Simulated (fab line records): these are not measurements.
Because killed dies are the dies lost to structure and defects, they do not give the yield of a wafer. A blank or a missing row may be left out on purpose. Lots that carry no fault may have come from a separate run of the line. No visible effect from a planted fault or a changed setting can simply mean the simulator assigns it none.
Which of the tools did it? | flow n5_finfet | 72 wafers from 24 lots sampled at 5 of the route's 1938 steps

## WHAT EACH GAUGE READ, for each wafer
N5_BEOL_M13_CD_MEAS_28 targets a cd of 209.5 nm.
lot  | measured     | on        | cd_nm (nm)
L076 | day 10 23:23 | cd_sem-03 | 210.5 209.7 209.3
L075 | day 11 08:08 | cd_sem-03 | 208.9 209.2 208.8
L074 | day 11 10:28 | cd_sem-02 | 211.5 209.8 209.0
L077 | day 12 05:28 | cd_sem-03 | 210.9 211.5 208.3
L078 | day 12 06:07 | cd_sem-01 | 208.6 208.5 210.8
L081 | day 12 06:34 | cd_sem-01 | 211.6 211.0 212.7
L080 | day 12 13:20 | cd_sem-02 | 210.6 210.9 210.0
L079 | day 12 13:40 | cd_sem-02 | 208.9 208.6 209.1
L082 | day 13 04:21 | cd_sem-03 | 211.3 209.8 208.6
L084 | day 13 10:29 | cd_sem-01 | 208.7 210.5 209.2
L083 | day 13 13:18 | cd_sem-03 | 211.1 209.5 210.3
L085 | day 13 20:21 | cd_sem-03 | 207.9 209.7 209.1
L086 | day 13 22:37 | cd_sem-02 | 209.3 212.0 210.9
L087 | day 14 05:41 | cd_sem-01 | 208.7 208.6 210.9
L089 | day 14 08:53 | cd_sem-02 | 209.7 210.7 208.6
L088 | day 14 09:07 | cd_sem-01 | 208.8 208.5 209.4
L090 | day 14 11:44 | cd_sem-03 | 209.2 209.5 209.2
L091 | day 14 22:25 | cd_sem-03 | 210.2 208.3 208.6
L093 | day 15 17:20 | cd_sem-02 | 209.8 210.1 209.6
L092 | day 15 18:49 | cd_sem-03 | 210.9 209.4 210.3
L095 | day 16 02:22 | cd_sem-01 | 210.4 207.7 207.9
L094 | day 16 03:44 | cd_sem-01 | 207.5 207.2 208.2
L096 | day 16 08:26 | cd_sem-01 | 209.8 210.9 208.8
L097 | day 16 08:40 | cd_sem-01 | 209.5 208.9 210.3

N5_BEOL_M13_INSPECT_30: inspects for defects (macro).
lot  | measured     | on                | raw_defect_count
L076 | day 10 23:26 | defect_inspect-01 | 1 3 1
L075 | day 11 08:12 | defect_inspect-01 | 2 1 0
L074 | day 11 10:31 | defect_inspect-01 | 0 2 3
L077 | day 12 05:31 | defect_inspect-02 | 1 2 2
L078 | day 12 06:10 | defect_inspect-02 | 2 5 2
L081 | day 12 06:37 | defect_inspect-02 | 3 2 1
L080 | day 12 13:24 | defect_inspect-02 | 2 2 0
L079 | day 12 13:43 | defect_inspect-02 | 4 4 0
L082 | day 13 04:24 | defect_inspect-02 | 1 1 5
L084 | day 13 10:32 | defect_inspect-02 | 3 0 4
L083 | day 13 13:22 | defect_inspect-02 | 4 1 2
L085 | day 13 20:24 | defect_inspect-01 | 1 1 1
L086 | day 13 22:40 | defect_inspect-01 | 2 2 0
L087 | day 14 05:46 | defect_inspect-02 | 2 1 1
L089 | day 14 08:56 | defect_inspect-02 | 4 1 1
L088 | day 14 09:10 | defect_inspect-02 | 3 0 1
L090 | day 14 11:47 | defect_inspect-02 | 2 2 2
L091 | day 14 22:28 | defect_inspect-02 | 5 4 2
L093 | day 15 17:24 | defect_inspect-02 | 2 3 2
L092 | day 15 18:52 | defect_inspect-02 | 5 3 3
L095 | day 16 02:25 | defect_inspect-02 | 4 2 1
L094 | day 16 03:47 | defect_inspect-02 | 2 3 2
L096 | day 16 08:29 | defect_inspect-02 | 1 1 3
L097 | day 16 08:44 | defect_inspect-01 | 3 5 2

N5_BEOL_M14_CD_MEAS_10 targets a cd of 250 nm.
lot  | measured     | on        | cd_nm (nm)
L076 | day 11 03:33 | cd_sem-01 | 245.6 245.0 249.2
L075 | day 11 12:01 | cd_sem-03 | 245.5 245.1 248.0
L074 | day 11 14:03 | cd_sem-03 | 250.4 250.9 250.6
L077 | day 12 12:44 | cd_sem-02 | 246.9 252.5 249.1
L078 | day 12 13:11 | cd_sem-02 | 251.6 250.5 250.9
L081 | day 12 12:08 | cd_sem-03 | 252.7 250.6 247.3
L080 | day 12 19:29 | cd_sem-01 | 248.7 248.2 244.4
L079 | day 12 19:20 | cd_sem-03 | 249.1 247.0 253.2
L082 | day 13 09:37 | cd_sem-02 | 250.8 250.2 250.5
L084 | day 13 17:40 | cd_sem-02 | 251.4 247.6 249.8
L083 | day 13 18:50 | cd_sem-03 | 248.6 251.3 245.2
L085 | day 14 01:22 | cd_sem-03 | 251.0 251.0 251.6
L086 | day 14 04:04 | cd_sem-03 | 247.7 250.9 249.3
L087 | day 14 09:03 | cd_sem-01 | 244.6 248.6 250.3
L089 | day 14 17:04 | cd_sem-02 | 249.5 251.8 245.0
L088 | day 14 17:59 | cd_sem-02 | 248.1 247.4 249.1
L090 | day 14 18:41 | cd_sem-03 | 245.0 246.9 251.5
L091 | day 15 03:24 | cd_sem-02 | 253.4 249.5 252.6
L093 | day 16 00:15 | cd_sem-03 | 243.7 247.3 248.0
L092 | day 16 00:47 | cd_sem-02 | 249.0 244.3 247.4
L095 | day 16 06:43 | cd_sem-03 | 245.4 249.5 244.8
L094 | day 16 07:01 | cd_sem-01 | 250.9 253.0 253.4
L096 | day 16 13:38 | cd_sem-01 | 248.4 247.9 248.2
L097 | day 16 15:56 | cd_sem-03 | 252.8 251.6 250.0

N5_BEOL_M14_INSPECT_12: inspects for defects (macro).
lot  | measured     | on                | raw_defect_count
L076 | day 11 03:37 | defect_inspect-01 | 3 3 1
L075 | day 11 12:04 | defect_inspect-02 | 1 1 4
L074 | day 11 14:06 | defect_inspect-01 | 4 2 2
L077 | day 12 12:47 | defect_inspect-02 | 4 3 0
L078 | day 12 13:14 | defect_inspect-02 | 3 3 1
L081 | day 12 12:11 | defect_inspect-02 | 0 3 1
L080 | day 12 19:33 | defect_inspect-02 | 2 2 3
L079 | day 12 19:23 | defect_inspect-02 | 0 2 2
L082 | day 13 09:41 | defect_inspect-01 | 2 4 3
L084 | day 13 17:43 | defect_inspect-02 | 3 0 3
L083 | day 13 18:53 | defect_inspect-01 | 1 3 2
L085 | day 14 01:25 | defect_inspect-02 | 4 1 4
L086 | day 14 04:07 | defect_inspect-01 | 1 1 0
L087 | day 14 09:06 | defect_inspect-01 | 1 0 3
L089 | day 14 17:08 | defect_inspect-02 | 2 2 3
L088 | day 14 18:02 | defect_inspect-01 | 5 3 4
L090 | day 14 18:44 | defect_inspect-02 | 5 1 1
L091 | day 15 03:28 | defect_inspect-02 | 3 2 3
L093 | day 16 00:19 | defect_inspect-01 | 2 2 2
L092 | day 16 00:50 | defect_inspect-02 | 5 1 2
L095 | day 16 06:46 | defect_inspect-01 | 1 3 3
L094 | day 16 07:05 | defect_inspect-01 | 1 1 1
L096 | day 16 13:42 | defect_inspect-01 | 2 0 0
L097 | day 16 16:00 | defect_inspect-01 | 2 6 4

## WHAT TOOL EACH LOT RAN ON (gives the tool, then ch and the chambers of the sampled wafers, and finally the start)
lot  | N5_BEOL_M13_TRENCH_ETCH_34
L076 | rie_diel-02 ch 0,1, day 10 23:52
L075 | rie_diel-03 ch 1,2,3, day 11 08:38
L074 | rie_diel-02 ch 0,3, day 11 10:57
L077 | rie_diel-01 ch 0,1, day 12 06:01
L078 | rie_diel-03 ch 0,3, day 12 06:37
L081 | rie_diel-01 ch 0,1, day 12 07:03
L080 | rie_diel-01 ch 0,1,2, day 12 13:50
L079 | rie_diel-03 ch 0,2,3, day 12 14:10
L082 | rie_diel-01 ch 0,1,3, day 13 04:50
L084 | rie_diel-02 ch 0,1,3, day 13 11:35
L083 | rie_diel-03 ch 0,3, day 13 13:47
L085 | rie_diel-02 ch 0,2, day 13 20:50
L086 | rie_diel-03 ch 0,1,2, day 13 23:25
L087 | rie_diel-01 ch 0,1,2, day 14 06:11
L089 | rie_diel-03 ch 0,3, day 14 09:22
L088 | rie_diel-01 ch 1,2,3, day 14 09:37
L090 | rie_diel-03 ch 0,3, day 14 12:14
L091 | rie_diel-02 ch 0,1,2, day 14 22:54
L093 | rie_diel-03 ch 1,3, day 15 17:50
L092 | rie_diel-01 ch 1,2, day 15 19:18
L095 | rie_diel-03 ch 0,2,3, day 16 02:52
L094 | rie_diel-03 ch 0,1, day 16 04:13
L096 | rie_diel-03 ch 0,1,3, day 16 08:55
L097 | rie_diel-02 ch 0,1,3, day 16 09:14
- N5_BEOL_M13_TRENCH_ETCH_34: etches SiOC in C4F8/O2/Ar, target depth 413.47 nm, time 162.6 s.

## WHAT THE TOOLS THEMSELVES READ (means of the sampled wafers that have a number; where no wafer has one, the mark that the record gives instead)
N5_BEOL_M13_TRENCH_ETCH_34.
lot  | tool        | drypump_motor_current_A (A) | mfc_ar_sccm (sccm) | oes_product_au (a.u.) | rf_vpp_V (V) | showerhead_plenum_p_Torr (Torr) | throttle_valve_pct (%)
L076 | rie_diel-02 | 5.9                         | 400.2              | 0.87                  | 666.0        | 3.40                            | 24.02
L075 | rie_diel-03 | 6.2                         | 401.5              | 0.77                  | 666.7        | 3.46                            | 24.21
L074 | rie_diel-02 | 5.9                         | 400.4              | 0.85                  | 667.4        | 3.42                            | 24.05
L077 | rie_diel-01 | 5.3                         | 399.7              | 0.77                  | 666.2        | 3.47                            | 24.02
L078 | rie_diel-03 | 6.3                         | 400.2              | 0.77                  | 669.4        | 3.55                            | 23.99
L081 | rie_diel-01 | 5.3                         | 401.3              | 0.77                  | 666.8        | 3.46                            | 24.03
L080 | rie_diel-01 | 5.4                         | 400.9              | 0.82                  | 666.5        | 3.43                            | 24.11
L079 | rie_diel-03 | 6.4                         | 401.3              | 0.76                  | 669.1        | 3.50                            | 24.06
L082 | rie_diel-01 | 5.7                         | 399.9              | 0.86                  | 665.2        | 3.40                            | 23.88
L084 | rie_diel-02 | 5.8                         | 399.6              | 0.75                  | 664.2        | 3.35                            | 24.34
L083 | rie_diel-03 | 6.3                         | 399.9              | 0.76                  | 669.3        | 3.54                            | 24.01
L085 | rie_diel-02 | 6.0                         | 400.6              | 0.78                  | 667.7        | 3.50                            | 24.21
L086 | rie_diel-03 | 6.1                         | 399.1              | 0.71                  | 665.9        | 3.42                            | 24.20
L087 | rie_diel-01 | 5.4                         | 399.6              | 0.79                  | 665.9        | 3.42                            | 24.13
L089 | rie_diel-03 | 6.4                         | 401.6              | 0.80                  | 669.2        | 3.57                            | 24.06
L088 | rie_diel-01 | 5.8                         | 399.5              | 0.87                  | 664.3        | 3.36                            | 23.97
L090 | rie_diel-03 | 6.3                         | 399.3              | 0.76                  | 669.0        | 3.53                            | 24.01
L091 | rie_diel-02 | 5.9                         | 399.0              | 0.75                  | 665.2        | 3.41                            | 24.27
L093 | rie_diel-03 | 6.3                         | 399.2              | 0.79                  | 668.2        | 3.51                            | 24.22
L092 | rie_diel-01 | 5.6                         | 400.8              | 0.84                  | 664.6        | 3.35                            | 23.98
L095 | rie_diel-03 | 6.4                         | 399.6              | 0.74                  | 667.7        | 3.49                            | 24.10
L094 | rie_diel-03 | 5.8                         | 400.2              | 0.70                  | 665.2        | 3.40                            | 24.30
L096 | rie_diel-03 | 6.1                         | 400.6              | 0.74                  | 668.1        | 3.48                            | 24.20
L097 | rie_diel-02 | 5.8                         | 400.6              | 0.84                  | 662.9        | 3.34                            | 24.23

## THE ANSWER, worked out from the rows above alone
Rule: the usual values come from the lots themselves. The widest of any qualifying gaps counts: lots, ordered by their means at a reading, are off when they make up no more than a third of the lots, leave a main group of 4 or more, and stand apart from it by 3 or more times the standard deviation of that group's means. The tables above print the reading to a certain number of digits; a main group whose means all agree to those digits is not used. Also off: a lot with no number at a reading for which 4 or more lots have one. Any other lot the step has rows for is counted as sound. After the gauges, taken in route order, come the tools' own readings; for these a lot's mean is taken, as printed above. At the first step where some lot is off, the reading lying furthest off is the one used; lots without a number count as furthest.
None of the lots is off at any reading shown; this tells nothing.

## WHAT WAS PUT IN BY THE SIMULATOR
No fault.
